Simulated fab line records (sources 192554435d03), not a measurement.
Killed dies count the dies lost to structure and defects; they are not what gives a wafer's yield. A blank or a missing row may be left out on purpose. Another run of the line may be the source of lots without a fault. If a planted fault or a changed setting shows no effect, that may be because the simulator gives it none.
fab line records -- flow n5-finfet
record: lots: 15, wafers: 45, last-day: 18
route steps=1938 shown BEOL_M6@1254 BEOL_M7@1265
lots with no fault: from the same line, run without faults
start-h: start of the lot's first displayed wafer, in hours after the record's first day -- wait-h: hours elapsed since this lot's preceding step -- " identical to the entry in the row above -- L1.1+2: several wafers, shown together as one row -- - no value, or no start given -- * or withheld: withheld -- < > ~ a bound
route shown NAME@n: names a module that has steps shown in the file, with the first one's number in the route -- usual: average and standard deviation across the fault-free wafers -- same: alike in all rows -- chamber/n: place in a boat -- sites: the reading at each site -- _std_site: their standard deviation -- _edge_site: the outer-site mean with the inner-site mean subtracted -- radius-mm: for every site, how far away it sits from the centre of the wafer -- mask NAME#n: copy n -- behind: the most recent tool/chamber to have shaped the wafer -- hold: why the lot went on hold/how many hours it stayed there/how the hold came to an end -- device: transistor that didn't switch, given as n, p or np -- end of line: the route-end tests of the same wafers -- where a step has no rows: the recipe by itself -- killed: at the first sort, the dies lost to defects and structure; wafer yield is something else -- map: shows each die of a wafer: x if killed, . if not, _ if none is there
set.NAME: setting as actually run; set.NAME@STEP: the setting as run at that earlier step -- model.NAME: the simulator's own value behind a step, which no gauge read
one table for each step of the route and one row for each wafer, over a sample of lots
services: the hour from which a tool's chamber was out of use, counted from the record's first day as start-h (under 0 if before that day), plus the number of hours and why
== steps ==
step: N5_BEOL_M6_SPUTTER_48
recipe: material: Cu, target-thk-a: 100, temp-c: -20, bias-v: 60, power-w: 26000, chamber-pressure-pa: 0.13, time-s: 1.667
usual: throttle-valve-pct: 29.7/1.2
lot.wafer,tool,chamber,start-h,wait-h,throttle-valve-pct
L274.1,pvd-sputter-01,-,203.37,0.1,30.1
L274.4,pvd-sputter-01,-,203.37,0.1,27.1
L274.6,pvd-sputter-01,-,203.37,0.1,30.1
L273.1,pvd-sputter-03,-,205.36,0.1,30.2
L273.4,pvd-sputter-03,-,205.36,0.1,28.4
L273.6,pvd-sputter-03,-,205.36,0.1,30.1
L272.2,pvd-sputter-02,-,215.26,0.1,29.8
L272.4,pvd-sputter-02,-,215.26,0.1,29.6
L272.6,pvd-sputter-02,-,215.26,0.1,31.7
L275.2,pvd-sputter-03,-,220.63,0.1,31.1
L275.4,pvd-sputter-03,-,220.63,0.1,30.3
L275.6,pvd-sputter-03,-,220.63,0.1,30.2
L277.1,pvd-sputter-03,-,244.83,0.1,28.6
L277.3,pvd-sputter-03,-,244.83,0.1,28.8
L277.5,pvd-sputter-03,-,244.83,0.1,29.0
L276.2,pvd-sputter-01,-,245.09,0.1,30.1
L276.3,pvd-sputter-01,-,245.09,0.1,30.0
L276.5,pvd-sputter-01,-,245.09,0.1,27.1
L279.1,pvd-sputter-01,-,245.63,0.2,30.1
L279.4,pvd-sputter-01,-,245.63,0.2,26.9
L279.5,pvd-sputter-01,-,245.63,0.2,26.9
L281.2,pvd-sputter-03,-,275.95,0.1,28.4
L281.5,pvd-sputter-03,-,275.95,0.1,31.3
L281.6,pvd-sputter-03,-,275.95,0.1,28.5
L285.2,pvd-sputter-02,-,280.66,0.1,29.6
L285.3,pvd-sputter-02,-,280.66,0.1,31.6
L285.4,pvd-sputter-02,-,280.66,0.1,29.3
L286.1,pvd-sputter-03,-,283.51,0.1,30.0
L286.4,pvd-sputter-03,-,283.51,0.1,29.2
L286.6,pvd-sputter-03,-,283.51,0.1,31.1
L283.1,pvd-sputter-01,-,284.06,0.1,29.9
L283.3,pvd-sputter-01,-,284.06,0.1,30.0
L283.5,pvd-sputter-01,-,284.06,0.1,26.8
L289.3,pvd-sputter-01,-,309.68,0.1,30.4
L289.5,pvd-sputter-01,-,309.68,0.1,30.2
L289.6,pvd-sputter-01,-,309.68,0.1,30.1
L290.2,pvd-sputter-02,-,317.06,0.1,29.4
L290.3,pvd-sputter-02,-,317.06,0.1,29.7
L290.4,pvd-sputter-02,-,317.06,0.1,31.8
L292.2,pvd-sputter-03,-,340.47,0.2,29.9
L292.5,pvd-sputter-03,-,340.47,0.2,28.1
L292.6,pvd-sputter-03,-,340.47,0.2,29.2
L291.3,pvd-sputter-02,-,342.55,0.3,29.4
L291.5,pvd-sputter-02,-,342.55,0.3,29.2
L291.6,pvd-sputter-02,-,342.55,0.3,31.4
step: N5_BEOL_M7_THK_MEAS_01
recipe: reads: SiCOH_lowk_of_BEOL_M7_ILD_DEP_00
usual: M7_ILD_THK: 153.6/2
lot.wafer,tool,chamber,start-h,wait-h,M7_ILD_THK[nm]
L274.1,film-metro-02,-,205.66,0.4,151.4
L274.4,film-metro-02,-,205.66,0.4,155.7
L274.6,film-metro-02,-,205.66,0.4,154.3
L273.1,film-metro-02,-,207.03,0.4,151.7
L273.4,film-metro-02,-,207.03,0.4,154.9
L273.6,film-metro-02,-,207.03,0.4,153.2
L272.2,film-metro-02,-,216.86,0.4,149.3
L272.4,film-metro-02,-,216.86,0.4,157.5
L272.6,film-metro-02,-,216.86,0.4,151.5
L275.2,film-metro-02,-,222.21,0.4,154.6
L275.4,film-metro-02,-,222.21,0.4,156.1
L275.6,film-metro-02,-,222.21,0.4,155.9
L277.1,film-metro-02,-,246.40,0.4,155.4
L277.3,film-metro-02,-,246.40,0.4,152.0
L277.5,film-metro-02,-,246.40,0.4,151.6
L276.2,film-metro-01,-,246.87,0.4,153.8
L276.3,film-metro-01,-,246.87,0.4,151.1
L276.5,film-metro-01,-,246.87,0.4,155.7
L279.1,film-metro-02,-,247.96,0.4,153.6
L279.4,film-metro-02,-,247.96,0.4,154.7
L279.5,film-metro-02,-,247.96,0.4,154.9
L281.2,film-metro-02,-,277.88,0.4,151.8
L281.5,film-metro-02,-,277.88,0.4,151.2
L281.6,film-metro-02,-,277.88,0.4,152.9
L285.2,film-metro-01,-,283.06,0.7,153.9
L285.3,film-metro-01,-,283.06,0.7,151.5
L285.4,film-metro-01,-,283.06,0.7,156.5
L283.1,film-metro-01,-,286.29,0.4,153.0
L283.3,film-metro-01,-,286.29,0.4,155.7
L283.5,film-metro-01,-,286.29,0.4,155.6
L286.1,film-metro-02,-,287.08,1.6,154.5
L286.4,film-metro-02,-,287.08,1.6,152.2
L286.6,film-metro-02,-,287.08,1.6,157.6
L289.3,film-metro-01,-,312.01,0.5,150.0
L289.5,film-metro-01,-,312.01,0.5,157.0
L289.6,film-metro-01,-,312.01,0.5,153.0
L290.2,film-metro-01,-,318.69,0.4,151.4
L290.3,film-metro-01,-,318.69,0.4,154.7
L290.4,film-metro-01,-,318.69,0.4,153.3
L292.2,film-metro-02,-,342.06,0.4,152.8
L292.5,film-metro-02,-,342.06,0.4,155.9
L292.6,film-metro-02,-,342.06,0.4,154.5
L291.3,film-metro-02,-,344.34,0.3,154.7
L291.5,film-metro-02,-,344.34,0.3,155.9
L291.6,film-metro-02,-,344.34,0.3,156.0
step: N5_BEOL_M7_DEVELOP_10
recipe: develop-time-s: 30, developer: TMAH, resist: CAR-ArF, rinse-liquid: diw, dry: air-spin, dev-temp-c: 23
usual: chill-plate-temp-C: 22.99/0.11, develop-time-s: 30/0, resist-line-temp-C: 23.00/0.11
lot.wafer,tool,chamber,start-h,wait-h,chill-plate-temp-C,develop-time-s,resist-line-temp-C
L274.1,litho-track-03,0,206.22,-,23.02,30,22.98
L274.4,litho-track-03,0,206.22,-,23.02,30,22.89
L274.6,litho-track-03,0,206.22,-,22.85,30,23.00
L273.1,litho-track-05,0,209.11,-,22.90,30,23.31
L273.4,litho-track-05,0,209.11,-,22.94,30,23.16
L273.6,litho-track-05,0,209.11,-,22.93,30,23.22
L272.2,litho-track-05,0,219.57,-,23.07,30,23.02
L272.4,litho-track-05,0,219.57,-,23.07,30,22.86
L272.6,litho-track-05,0,219.57,-,23.02,30,22.92
L275.2,litho-track-01,0,223.53,-,22.96,30,22.91
L275.4,litho-track-01,0,223.53,-,22.98,30,23.09
L275.6,litho-track-01,0,223.53,-,23.03,30,22.96
L277.1,litho-track-01,0,248.29,-,23.04,30,23.05
L277.3,litho-track-01,0,248.29,-,23.19,30,23.02
L277.5,litho-track-01,0,248.29,-,23.13,30,23.16
L276.2,litho-track-03,0,248.46,-,23.06,30,23.07
L276.3,litho-track-03,0,248.46,-,23.01,30,23.01
L276.5,litho-track-03,0,248.46,-,23.14,30,23.02
L279.1,litho-track-01,0,248.63,-,22.80,30,22.82
L279.4,litho-track-01,0,248.63,-,22.86,30,22.79
L279.5,litho-track-01,0,248.63,-,22.88,30,22.81
L281.2,litho-track-03,0,279.36,-,22.81,30,22.79
L281.5,litho-track-03,0,279.36,-,23.07,30,22.99
L281.6,litho-track-03,0,279.36,-,22.95,30,23.13
L285.2,litho-track-03,-,284.29,-,-,-,-
L285.3,litho-track-03,-,284.29,-,-,-,-
L285.4,litho-track-03,-,284.29,-,-,-,-
L283.1,litho-track-03,-,287.51,-,-,-,-
L283.3,litho-track-03,-,287.51,-,-,-,-
L283.5,litho-track-03,-,287.51,-,-,-,-
L286.1,litho-track-05,-,287.73,-,-,-,-
L286.4,litho-track-05,-,287.73,-,-,-,-
L286.6,litho-track-05,-,287.73,-,-,-,-
L289.3,litho-track-03,0,316.48,-,22.97,30,23.04
L289.5,litho-track-03,0,316.48,-,23.12,30,23.02
L289.6,litho-track-03,0,316.48,-,23.07,30,23.03
L290.2,litho-track-01,0,320.13,-,22.90,30,22.83
L290.3,litho-track-01,0,320.13,-,23.08,30,23.10
L290.4,litho-track-01,0,320.13,-,23.04,30,22.91
L292.2,litho-track-01,0,343.79,-,22.83,30,22.94
L292.5,litho-track-01,0,343.79,-,22.93,30,22.91
L292.6,litho-track-01,0,343.79,-,22.90,30,22.99
L291.3,litho-track-05,0,345.10,-,22.88,30,23.02
L291.5,litho-track-05,0,345.10,-,22.82,30,23.03
L291.6,litho-track-05,0,345.10,-,22.93,30,23.11
step: N5_BEOL_M7_OVL_MEAS_12
recipe: points-per-wafer: 44
usual: M7_OVL: -0.5/0.86
lot.wafer,tool,chamber,start-h,wait-h,M7_OVL[nm]
L274.1,overlay-02,0,206.31,0.0,0.5
L274.4,overlay-02,0,206.31,0.0,-0.9
L274.6,overlay-02,0,206.31,0.0,-0.2
L273.1,overlay-01,0,209.20,0.0,-0.5
L273.4,overlay-01,0,209.20,0.0,-0.8
L273.6,overlay-01,0,209.20,0.0,-1.2
L272.2,overlay-02,0,219.66,0.0,-1.7
L272.4,overlay-02,0,219.66,0.0,-1.4
L272.6,overlay-02,0,219.66,0.0,-0.9
L275.2,overlay-02,0,223.62,0.0,-0.1
L275.4,overlay-02,0,223.62,0.0,-0.2
L275.6,overlay-02,0,223.62,0.0,-0.6
L277.1,overlay-01,0,248.38,0.0,-1.9
L277.3,overlay-01,0,248.38,0.0,-2.3
L277.5,overlay-01,0,248.38,0.0,-1.4
L276.2,overlay-02,0,248.55,0.0,0.5
L276.3,overlay-02,0,248.55,0.0,-0.2
L276.5,overlay-02,0,248.55,0.0,0.3
L279.1,overlay-01,0,248.72,0.0,1.9
L279.4,overlay-01,0,248.72,0.0,1.0
L279.5,overlay-01,0,248.72,0.0,1.8
L281.2,overlay-02,0,279.45,0.0,0.5
L281.5,overlay-02,0,279.45,0.0,0.1
L281.6,overlay-02,0,279.45,0.0,0.2
L285.2,overlay-01,0,284.38,0.0,-
L285.3,overlay-01,0,284.38,0.0,-
L285.4,overlay-01,0,284.38,0.0,-
L283.1,overlay-01,0,287.60,0.0,-
L283.3,overlay-01,0,287.60,0.0,-
L283.5,overlay-01,0,287.60,0.0,-
L286.1,overlay-02,0,287.82,0.0,-
L286.4,overlay-02,0,287.82,0.0,-
L286.6,overlay-02,0,287.82,0.0,-
L289.3,overlay-02,0,316.57,0.0,-1.2
L289.5,overlay-02,0,316.57,0.0,0.4
L289.6,overlay-02,0,316.57,0.0,-0.3
L290.2,overlay-01,0,320.22,0.0,0.3
L290.3,overlay-01,0,320.22,0.0,0.7
L290.4,overlay-01,0,320.22,0.0,0.2
L292.2,overlay-02,0,343.88,0.0,-0.2
L292.5,overlay-02,0,343.88,0.0,-0.6
L292.6,overlay-02,0,343.88,0.0,-0.8
L291.3,overlay-02,0,345.19,0.0,-0.2
L291.5,overlay-02,0,345.19,0.0,-0.4
L291.6,overlay-02,0,345.19,0.0,-0.4
== services ==
tool,chamber,start-h,hours,kind
litho-track-05,-,278.96,-,consumable-replace:filter
== key ==
first-sign: step: N5_BEOL_M7_DEVELOP_10, reading: tool-record, direction: missing
effect none on later readings
met-at N5_BEOL_M7_DEVELOP_10
struck-lots L283,L285,L286
later-rows-left-out L283.1,L283.3,L283.5,L285.2,L285.3,L285.4,L286.1,L286.4,L286.6
sort-left-out L283.1,L283.3,L283.5,L285.2,L285.3,L285.4,L286.1,L286.4,L286.6
not-acting-at N5_BEOL_M6_SPUTTER_48,N5_BEOL_M7_THK_MEAS_01,N5_BEOL_M7_OVL_MEAS_12
onset-between 279.36 284.29
fault: kind: skipped-step-whole, tool: litho-track-03,litho-track-05, chamber: -, onset-h: 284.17, steps: N5_BEOL_M7_DEVELOP_10, scope: struck-lots-only
sort-left-out: the simulated sort isn't trusted on such a fault, so these wafers' sort isn't shown, and their yield isn't known
later-rows-left-out: the simulator's readings of these wafers behind a module that went badly wrong aren't trusted and aren't shown, but for the sort
